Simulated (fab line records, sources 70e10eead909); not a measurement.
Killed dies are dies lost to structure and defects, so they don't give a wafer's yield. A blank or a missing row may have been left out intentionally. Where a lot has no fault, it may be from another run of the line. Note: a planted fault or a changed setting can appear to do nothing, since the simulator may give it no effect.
Code-filled problem report in 8D (eight disciplines) form ; flow nand_harc ; the parts of the form that need people (team, actions taken, sign-off) are left out

1. WHAT WENT WRONG
NHARC_A_M1_INSPECT_11, raw_defect_count: mean 379 over 1 wafer from 1 lot; wafers with no fault: 91, standard deviation 39. That puts it +7.4 standard deviations away from the usual mean.
First observed at day 24 04:07: wafer L121.5, on defect_inspect-02. At this step, 36 wafers from 12 lots have a number in the record. Rule for "out" (also "out of limits"): further than 4 standard deviations from the usual mean. Any other wafer with a number is counted as sound.

2. WHAT IT IS; WHAT IT IS NOT
question;is;is not
which readings at this step;raw_defect_count;-
which lots;L121;L119, L120, L122, L127, L130, L134, L135, L136, L139, L140, L141
which wafers of those lots;L121.5;L121.1, L121.6
read on which gauges;defect_inspect-02;defect_inspect-01
when;from day 24 04:07;"up to then (8 sound wafers); but 27 sound wafers of L122, L127, L130, L134, L135, L136, L139, L140, L141 came after"

3. SUSPECTS, AND WHAT RULES EACH OUT
Counting: if a tool at a process step up to the reading ran every lot that is out, it stays a suspect. Sound lots after the first of them don't rule it out here, since some wafers of a struck lot are sound.
- the gauge at NHARC_A_M1_INSPECT_11: kept. All the wafers that are out were read on defect_inspect-02, and no step on other tools shows them out.
- pvd_sputter-02 at NHARC_A_M0_PVD_21 (deposits Cu, target thk 30 nm, time 20.49 s): kept. It ran the lot that is out, L121 (day 24 02:50). NHARC_A_M0_PVD_21 gives no start for some lots, so the hours and the order of its lots are those of NHARC_A_M0_DEP_32.
- pecvd-01 at NHARC_A_M0_DEP_32 (deposits SiCN, target thk 30 nm): kept. It processed L121, the lot that is out, at day 24 02:50, and its most recent sound lot before then was L119 at day 23 15:23.
- At NHARC_A_M0_DEP_32, inside pecvd-01: chamber 1 took the wafers that are out, while their sound lot-mates went through chambers 0, 2.
Still standing after the count: pvd_sputter-02 at NHARC_A_M0_PVD_21, pecvd-01 at NHARC_A_M0_DEP_32, defect_inspect-02 at NHARC_A_M1_INSPECT_11.

4. THE CAUSE (what the simulator had put in)
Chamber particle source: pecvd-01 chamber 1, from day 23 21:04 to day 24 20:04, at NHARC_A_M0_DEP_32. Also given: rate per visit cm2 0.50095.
This tool is one of the 3 suspects left after counting.

5. THE CHAIN OF EFFECTS, in route order
Each row: a reading whose mean over the struck wafers that have a number lies more than 3 standard deviations from the usual. Scope: only readings with a usual standard deviation given in the record; hours: median across lots of the time from each lot's start at the first step in this table that gives one to its start at this step; sigmas: change in usual standard deviations.
hours;step;reading;usual;on struck wafers;change;sigmas
0;NHARC_A_M1_INSPECT_11;raw_defect_count;91;379;+288;+7.4
At these later measuring or inspecting steps, every struck wafer for which the step has a row has a number for every such reading, and none has moved that far: NHARC_END_SORT_01.

6. HOW IT WOULD HAVE BEEN CAUGHT EARLIER
Counted from the fault's start at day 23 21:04, it took 7 hours until the first out-of-limits reading at a measuring or inspecting step in this record, taken at day 24 04:07.
An alarm limit of 4 standard deviations would not have fired on the tool readings at NHARC_A_M0_DEP_32 for which the record gives a usual standard deviation, since none of them was out on any struck wafer.
Each of the lots that are out, 1 in all, had begun NHARC_A_M0_DEP_32 on pecvd-01 no later than day 24 04:07. Had the tool been put on hold then, not one of them would have been saved.
